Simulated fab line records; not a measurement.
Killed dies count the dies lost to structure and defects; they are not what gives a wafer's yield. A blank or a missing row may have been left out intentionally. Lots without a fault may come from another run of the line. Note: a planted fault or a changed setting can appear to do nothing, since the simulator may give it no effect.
Which of the tools did it? | flow nand-harc | 13 lots, 39 wafers sampled, at 5 steps of a route of 1159

WHAT THE GAUGES SHOWED, per wafer
NHARC_A_M0_OVL_MEAS_10: pitch 160 nm. Usual: overlay-x-nm 0.2 nm, standard deviation 1; overlay-y-nm 0.0 nm, standard deviation 0.62.
lot  | measured     | on         | overlay-x-nm (nm) | overlay-y-nm (nm) | flag
L517 | day 17 20:31 | overlay-02 | -1.3 -0.4 -1.1    | -1.3 -0.7 -1.0    |
L520 | day 18 05:38 | overlay-02 | -0.7 -1.7 -1.5    | 0.6 0.3 0.7       |
L522 | day 19 09:23 | overlay-01 | -0.9 -0.7 -1.0    | 1.2 0.3 0.9       |
L521 | day 19 10:05 | overlay-02 | 0.9 0.2 0.2       | 0.4 0.6 0.3       |
L525 | day 20 08:57 | overlay-01 | -0.8 -0.9 -0.3    | 0.3 0.2 0.4       |
L524 | day 20 18:28 | overlay-02 | 0.3 0.1 -0.3      | 0.5 -0.1 0.1      |
L527 | day 21 14:20 | overlay-02 | 0.0 0.6 0.3       | -0.4 -0.6 -0.3    |
L531 | day 21 21:41 | overlay-02 | 1.6 1.6 2.4       | -0.8 -0.4 -1.1    |
L535 | day 22 04:41 | overlay-02 | 0.1 0.8 0.2       | -0.9 -1.0 -1.0    |
L534 | day 22 09:34 | overlay-02 | -0.4 -0.4 -0.4    | -1.2 -1.0 -0.9    |
L537 | day 22 20:51 | overlay-01 | 0.2 0.2 -0.1      | -0.7 -0.3 -0.4    |
L536 | day 23 03:02 | overlay-02 | 0.2 0.2 0.1       | 0.8 0.6 0.5       |
L538 | day 23 13:35 | overlay-02 | 1.2 1.6 1.3       | 0.6 0.5 0.4       |

NHARC_A_M0_INSPECT_11. Usual: 32 for raw-defect-count, sd 15.
lot  | measured     | on                | raw-defect-count | flag
L517 | day 17 20:32 | defect-inspect-01 | 30 53 32         |
L520 | day 18 05:41 | defect-inspect-01 | 24 20 26         |
L522 | day 19 09:25 | defect-inspect-02 | 31 37 35         |
L521 | day 19 10:07 | defect-inspect-01 | 18 17 11         |
L525 | day 20 08:59 | defect-inspect-02 | 34 28 27         |
L524 | day 20 18:31 | defect-inspect-02 | 14 14 15         |
L527 | day 21 14:22 | defect-inspect-02 | 19 20 17         |
L531 | day 21 21:43 | defect-inspect-01 | 39 36 48         |
L535 | day 22 04:44 | defect-inspect-02 | 39 37 38         |
L534 | day 22 09:36 | defect-inspect-02 | 53 59 58         |
L537 | day 22 20:53 | defect-inspect-02 | 15 13 14         |
L536 | day 23 03:04 | defect-inspect-01 | 67 58 48         |
L538 | day 23 13:37 | defect-inspect-01 | 15 22 28         |

NHARC_A_M1_INSPECT_27. Usual: 456 for raw-defect-count, sd 110.
lot  | measured     | on                | raw-defect-count | flag
L517 | day 18 03:22 | defect-inspect-02 | 546 284 524      |
L520 | day 18 12:36 | defect-inspect-01 | 476 337 362      |
L522 | day 19 16:05 | defect-inspect-01 | 279 579 313      |
L521 | day 19 16:56 | defect-inspect-02 | 416 523 366      |
L525 | day 20 15:56 | defect-inspect-01 | 289 283 326      |
L524 | day 21 02:37 | defect-inspect-01 | 481 528 411      |
L527 | day 21 23:01 | defect-inspect-01 | 394 317 443      |
L531 | day 22 07:18 | defect-inspect-02 | 591 435 372      |
L535 | day 22 12:30 | defect-inspect-01 | 468 641 388      |
L534 | day 22 17:03 | defect-inspect-01 | 402 480 468      |
L537 | day 23 04:01 | defect-inspect-02 | 391 410 496      |
L536 | day 23 10:00 | defect-inspect-01 | 498 472 355      |
L538 | day 23 20:44 | defect-inspect-01 | 523 434 377      |

NHARC_END_SORT_01. Usual: defect-limited-yield 95.6 %, standard deviation 1.6; killed-at-array 26, standard deviation 11; killed-at-other 0.4, standard deviation 0.78; killed-at-periphery 3.4, standard deviation 2.4; killed-dies 29, standard deviation 11; killed-open 3.1, standard deviation 1.9; killed-short 1.9, standard deviation 1.4; sort_bin_2_pct 1.3 %, standard deviation 0.63; sort_bin_3_pct 0.20 %, standard deviation 0.18; sort_bin_4_pct 2.8 %, standard deviation 1.1; sort-n-pass 648, standard deviation 11; sort-rim-yield-pct 95 %, standard deviation 3.4; sort-yield-pct 95.6 %, standard deviation 1.6.
lot  | measured     | on        | defect-limited-yield (%) | killed-at-array | killed-at-other | killed-at-periphery | killed-dies | killed-open | killed-short | sort_bin_2_pct (%) | sort_bin_3_pct (%) | sort_bin_4_pct (%) | sort-n-pass | sort-rim-yield-pct (%) | sort-yield-pct (%) | flag
L517 | day 22 17:03 | prober-01 | 96.2 94.5 95.1           | 23 35 31        | 1 0 0           | 2 2 2               | 26 37 33    | 2 1 4       | 4 3 2        | 0.7 2.4 1.8        | 0 0.30 0.15        | 3.1 2.8 3.0        | 651 640 644 | 93 93 98               | 96.2 94.5 95.1     |
L534 | day 25 18:58 | prober-02 | 95.1 91.6 92.6           | 28 53 49        | 0 0 0           | 5 4 1               | 33 57 50    | 3 5 2       | 2 0 3        | 1.0 3.2 1.6        | 0.44 0.15 0        | 3.4 5.0 5.8        | 644 620 627 | 91 95 90               | 95.1 91.6 92.6     |
L536 | day 26 02:42 | prober-02 | 94.7 91.7 96.0           | 35 51 26        | 0 2 1           | 1 3 0               | 36 56 27    | 3 2 1       | 5 2 3        | 1.5 2.4 1.3        | 0.30 0.15 0.15     | 3.5 5.8 2.5        | 641 621 650 | 86 97 92               | 94.7 91.7 96.0     |
L538 | day 26 06:52 | prober-01 | 97.3 96.5 95.1           | 15 15 20        | 0 1 0           | 3 8 13              | 18 24 33    | 4 3 3       | 0 3 7        | 0.6 0.4 2.1        | 0.15 0.15 0.44     | 1.9 3.0 2.4        | 659 653 644 | 93 95 93               | 97.3 96.5 95.1     |

TOOL THAT RAN EACH LOT (tool first, then ch and the chambers of the sampled wafers, then the start)
lot  | NHARC_A_M1_SOFTBAKE_04
L517 | litho-track-06 ch 0, day 18 00:00
L520 | litho-track-01 ch 0, day 18 09:00
L522 | litho-track-06 ch 0, day 19 13:00
L521 | litho-track-06 ch 0, day 19 13:00
L525 | litho-track-01 ch 0, day 20 12:00
L524 | litho-track-06 ch 0, day 20 23:00
L527 | litho-track-01 ch 0, day 21 18:00
L531 | litho-track-01 ch 0, day 22 02:00
L535 | litho-track-01 ch 0, day 22 09:00
L534 | litho-track-01 ch 0, day 22 13:00
L537 | litho-track-04 ch 0, day 23 00:00
L536 | litho-track-06 ch 0, day 23 06:00
L538 | litho-track-06 ch 0, day 23 17:00
- NHARC_A_M1_SOFTBAKE_04: time 55 s.

AS READ BY THE TOOLS THEMSELVES (means over the sampled wafers that have a number; for cases with no such wafer, the mark the record gives instead)
NHARC_A_M1_SOFTBAKE_04. Usual: exhaust-pa 45.2 Pa, standard deviation 0.89; heater-power-total-W 188.45 W, standard deviation 0.13.
lot  | tool           | exhaust-pa (Pa) | heater-power-total-W (W) | flag
L517 | litho-track-06 | 45.4            | 188.38                   |
L520 | litho-track-01 | 45.7            | 188.39                   |
L522 | litho-track-06 | 45.2            | 188.41                   |
L521 | litho-track-06 | 45.5            | 192.02                   | OFF
L525 | litho-track-01 | 44.5            | 188.51                   |
L524 | litho-track-06 | 44.9            | 192.05                   | OFF
L527 | litho-track-01 | 45.4            | 188.57                   |
L531 | litho-track-01 | 45.6            | 188.33                   |
L535 | litho-track-01 | 45.3            | 188.35                   |
L534 | litho-track-01 | 46.7            | 188.40                   |
L537 | litho-track-04 | 45.5            | 188.46                   |
L536 | litho-track-06 | 43.8            | 188.38                   |
L538 | litho-track-06 | 46.4            | 188.41                   |

THE ANSWER, worked out from the rows above alone
Rule: take the mean of a lot's wafers that have a number; if it is more than 3 standard deviations from the usual mean, the lot is off. Also off: a lot with no number at a reading for which 4 or more lots have one. Any other lot the step has rows for is counted as sound. The gauges are gone through in route order, then the tools' own readings, and for those a lot's mean is taken as printed above. At the first step where some lot is off, the reading lying furthest off is the one used; lots without a number count as furthest.
Off, at NHARC_A_M1_SOFTBAKE_04 on heater-power-total-W: L521, L524.
If a tool, at that step or one of the process steps before it, ran each lot that is off and ran no sound lot following the first of them, it fits. None of those tried fits.

WHAT THE SIMULATOR HAD INSERTED
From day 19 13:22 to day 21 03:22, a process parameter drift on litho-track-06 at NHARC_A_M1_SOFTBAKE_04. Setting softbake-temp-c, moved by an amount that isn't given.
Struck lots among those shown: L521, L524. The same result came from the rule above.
